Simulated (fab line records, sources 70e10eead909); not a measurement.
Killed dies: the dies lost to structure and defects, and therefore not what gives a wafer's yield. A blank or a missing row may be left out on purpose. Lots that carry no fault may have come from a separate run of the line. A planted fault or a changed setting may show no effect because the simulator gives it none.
Which of the tools did it? ; flow nand_harc ; Sampling: 11 lots, 33 wafers, 5 of 1159 route steps

WHAT THE GAUGES SHOWED, per wafer
NHARC_A_CONTACT_OVL_MEAS_70. Usual: overlay_x_nm 0.1 nm, standard deviation 0.75; overlay_y_nm 0.1 nm, standard deviation 0.72.
lot;measured;on;overlay_x_nm (nm);overlay_y_nm (nm);flag
L114;day 16 14:43;overlay-02;0.8 0.7 0.9;1.0 1.2 0.4;
L116;day 17 00:40;overlay-02;0.5 0.5 0.3;-1.6 -1.5 -1.9;
L117;day 17 02:23;overlay-02;2.2 1.5 1.6;0.2 -0.5 -0.7;
L119;day 18 07:28;overlay-01;0.5 0.8 0.2;-0.6 -0.4 -0.6;
L121;day 18 18:21;overlay-01;0.3 0.0 1.0;-0.8 -1.0 -0.5;
L128;day 20 09:39;overlay-02;0.0 -0.1 -0.1;-0.1 0.2 0.0;
L130;day 20 21:38;overlay-02;1.1 0.7 0.8;0.3 -0.4 -0.1;
L136;day 22 00:10;overlay-01;0.4 0.7 0.7;0.0 -0.4 -0.2;
L135;day 22 02:43;overlay-02;-0.2 -0.1 0.3;0.8 1.3 0.8;
L133;day 22 04:36;overlay-01;-1.0 -0.7 -0.8;0.2 0.0 0.4;
L137;day 22 18:02;overlay-02;-1.2 -0.7 -1.0;0.1 0.6 0.1;

NHARC_END_SORT_01. Usual: killed_at_array 29, standard deviation 13; killed_at_other 0.7, standard deviation 1; killed_at_periphery 3.2, standard deviation 2.3; killed_dies 33, standard deviation 13; killed_open 3.3, standard deviation 1.7; killed_short 2.0, standard deviation 1.5.
lot;measured;on;killed_at_array;killed_at_other;killed_at_periphery;killed_dies;killed_open;killed_short;flag
L119;day 20 22:35;prober-01;13 545 14;0 1 0;1 4 3;14 550 17;4 7 4;2 1 4;OFF
L121;day 21 14:54;prober-02;17 565 12;1 0 0;2 5 6;20 570 18;3 4 3;1 1 3;OFF

TOOL THAT RAN EACH LOT (tool first, then ch and the chambers of the sampled wafers, then the start)
lot;NHARC_A_CONTACT_ETCH_76;NHARC_A_CONTACT_ETCH_77;NHARC_A_CONTACT_ETCH_78
L114;rie_diel-01 ch 0,2, day 16 15:07;rie_diel-01 ch 0,2, no start;rie_diel-01 ch 0,1,3, no start
L116;rie_diel-01 ch 1,2, day 17 01:01;rie_diel-01 ch 0,3, no start;rie_diel-01 ch 1,2,3, no start
L117;rie_diel-11 ch 0,2,3, day 17 02:40;rie_diel-11 ch 0,1,3, no start;rie_diel-11 ch 1,2,3, no start
L119;rie_diel-11 ch 1,2,3, day 18 07:48;rie_diel-11 ch 0,1, day 20 22:35 or earlier;rie_diel-11 ch 0,1,3, day 20 22:35 or earlier
L121;rie_diel-11 ch 0,3, day 18 18:40;rie_diel-11 ch 1,2,3, day 21 14:54 or earlier;rie_diel-11 ch 0,1,3, day 21 14:54 or earlier
L128;rie_diel-09 ch 1,2,3, day 20 09:57;rie_diel-09 ch 1,2,3, no start;rie_diel-09 ch 1,2,3, no start
L130;rie_diel-01 ch 0,2, day 20 22:00;rie_diel-01 ch 1,2,3, no start;rie_diel-01 ch 0,1,2, no start
L136;rie_diel-01 ch 0,2,3, day 22 00:28;rie_diel-01 ch 1,3, no start;rie_diel-01 ch 0,3, no start
L135;rie_diel-11 ch 0,1, day 22 03:03;rie_diel-11 ch 1,2, no start;rie_diel-11 ch 1,2,3, no start
L133;rie_diel-01 ch 2,3, day 22 04:52;rie_diel-01 ch 0,1,2, no start;rie_diel-01 ch 0,2,3, no start
L137;rie_diel-11 ch 0,1,3, day 22 18:19;rie_diel-11 ch 1,2,3, no start;rie_diel-11 ch 2,3, no start
- NHARC_A_CONTACT_ETCH_76: etches the open film in N2/H2, target depth 260 nm, time 475.3 s.
- NHARC_A_CONTACT_ETCH_77: etches the open film in CF4/CHF3, target depth 72.6 nm, time 36.3 s.
- NHARC_A_CONTACT_ETCH_78: etches the open film in O2/COS, target depth 2800 nm, time 728 s.

WHAT THE TOOLS THEMSELVES READ (means of the sampled wafers that have a number; where no wafer has one, the mark that the record gives instead)
NHARC_A_CONTACT_ETCH_76. Usual: drypump_motor_current_A 5.50 A, standard deviation 0.29; oes_product_au 1.003 a.u., standard deviation 0.0099; rf_vpp_V 430.9 V, standard deviation 2.6; run_length_s 496.7 s, standard deviation 0.54; showerhead_plenum_p_Torr 2.05 Torr, standard deviation 0.092; throttle_valve_pct 14.171 %, standard deviation 0.0078.
lot;tool;drypump_motor_current_A (A);oes_product_au (a.u.);rf_vpp_V (V);run_length_s (s);showerhead_plenum_p_Torr (Torr);throttle_valve_pct (%);flag
L114;rie_diel-01;5.53;0.996;430.7;497.0;2.05;14.177;
L116;rie_diel-01;5.65;0.994;433.2;496.3;2.12;14.166;
L117;rie_diel-11;5.72;1.008;430.1;497.1;2.01;14.168;
L119;rie_diel-11;5.53;1.016;432.0;453.6;2.08;14.174;OFF
L121;rie_diel-11;5.63;1.003;427.1;453.5;1.91;14.161;OFF
L128;rie_diel-09;5.75;0.997;429.2;496.3;2.01;14.174;
L130;rie_diel-01;5.63;0.999;430.6;496.9;2.05;14.172;
L136;rie_diel-01;5.39;1.001;430.8;496.6;2.05;14.164;
L135;rie_diel-11;5.24;1.008;430.6;496.8;2.02;14.169;
L133;rie_diel-01;5.26;1.002;431.9;496.6;2.08;14.174;
L137;rie_diel-11;5.46;1.006;430.1;496.7;1.98;14.182;

NHARC_A_CONTACT_ETCH_77. Usual: drypump_motor_current_A 5.5 A, standard deviation 0.3; oes_product_au 0.941 a.u., standard deviation 0.02; rf_vpp_V 371.0 V, standard deviation 2.2; run_length_s 57.7 s, standard deviation 0.54; showerhead_plenum_p_Torr 1.58 Torr, standard deviation 0.064; throttle_valve_pct 16.804 %, standard deviation 0.009.
lot;tool;drypump_motor_current_A (A);oes_product_au (a.u.);rf_vpp_V (V);run_length_s (s);showerhead_plenum_p_Torr (Torr);throttle_valve_pct (%);flag
L114;rie_diel-01;5.6;0.927;371.3;57.4;1.59;16.807;
L116;rie_diel-01;5.3;0.924;371.3;58.1;1.58;16.813;
L117;rie_diel-11;5.4;0.932;370.6;57.7;1.54;16.814;
L119;rie_diel-11;5.2;0.936;370.3;57.7;1.57;16.803;
L121;rie_diel-11;5.5;0.930;371.7;57.8;1.60;16.808;
L128;rie_diel-09;5.8;0.928;371.5;57.1;1.55;16.799;
L130;rie_diel-01;5.4;0.924;371.8;57.2;1.62;16.802;
L136;rie_diel-01;5.2;0.980;372.4;57.2;1.63;16.807;
L135;rie_diel-11;5.3;0.943;371.3;57.8;1.63;16.806;
L133;rie_diel-01;5.6;0.924;371.6;57.4;1.60;16.807;
L137;rie_diel-11;5.5;0.968;371.7;58.0;1.60;16.802;

NHARC_A_CONTACT_ETCH_78. Usual: drypump_motor_current_A 5.49 A, standard deviation 0.3; oes_product_au 1.003 a.u., standard deviation 0.0099; rf_vpp_V 314.4 V, standard deviation 2; run_length_s 749.4 s, standard deviation 0.52; showerhead_plenum_p_Torr 3.13 Torr, standard deviation 0.13; throttle_valve_pct 28.330 %, standard deviation 0.0093.
lot;tool;drypump_motor_current_A (A);oes_product_au (a.u.);rf_vpp_V (V);run_length_s (s);showerhead_plenum_p_Torr (Torr);throttle_valve_pct (%);flag
L114;rie_diel-01;5.38;1.005;314.8;749.1;3.22;28.331;
L116;rie_diel-01;5.45;1.004;316.2;748.8;3.24;28.327;
L117;rie_diel-11;5.52;0.999;315.1;749.4;3.18;28.330;
L119;rie_diel-11;5.45;1.010;312.6;749.3;3.05;28.326;
L121;rie_diel-11;5.43;1.019;313.4;749.4;3.05;28.334;
L128;rie_diel-09;5.77;0.989;313.0;749.2;3.08;28.330;
L130;rie_diel-01;5.61;0.995;315.3;749.1;3.19;28.332;
L136;rie_diel-01;5.19;1.016;315.9;749.5;3.15;28.334;
L135;rie_diel-11;5.54;1.012;314.4;749.5;3.17;28.317;
L133;rie_diel-01;5.38;0.997;314.2;749.3;3.14;28.326;
L137;rie_diel-11;5.74;1.002;313.4;749.3;3.11;28.328;

THE ANSWER, worked out from the rows above alone
Rule: a lot is off if the mean of its wafers that have a number lies more than 3 standard deviations from the usual mean. Also off: a lot with no number at a reading for which 4 or more lots have one. Any other lot the step has rows for is counted as sound. After the gauges, taken in route order, come the tools' own readings; for these a lot's mean is taken, as printed above. At the first step where some lot is off, the reading lying furthest off is the one used; lots without a number count as furthest.
Off: L119, L121 (NHARC_END_SORT_01, killed_dies). Neither off nor sound, because the step has no rows for them: L114, L116, L117, L128, L130, L136, L135, L133, L137.
If a tool, at a process step before that reading, ran all the lots that are off and no sound lot after the first of them, it fits. Not tried: the gauges at NHARC_END_SORT_01; whatever is off there is also off at NHARC_A_CONTACT_ETCH_76, on other tools, and gauge error can't account for it. NHARC_A_CONTACT_ETCH_77: start missing for some lots; hours and lot order therefore follow NHARC_END_SORT_01. NHARC_A_CONTACT_ETCH_78: start missing for some lots; hours and lot order therefore follow NHARC_END_SORT_01. One candidate fits, namely rie_diel-11 at NHARC_A_CONTACT_ETCH_76 and NHARC_A_CONTACT_ETCH_77 and NHARC_A_CONTACT_ETCH_78. It ran no sound lot before its first lot that is off in this sample, so the start can't be narrowed down.

WHAT THE SIMULATOR HAD INSERTED
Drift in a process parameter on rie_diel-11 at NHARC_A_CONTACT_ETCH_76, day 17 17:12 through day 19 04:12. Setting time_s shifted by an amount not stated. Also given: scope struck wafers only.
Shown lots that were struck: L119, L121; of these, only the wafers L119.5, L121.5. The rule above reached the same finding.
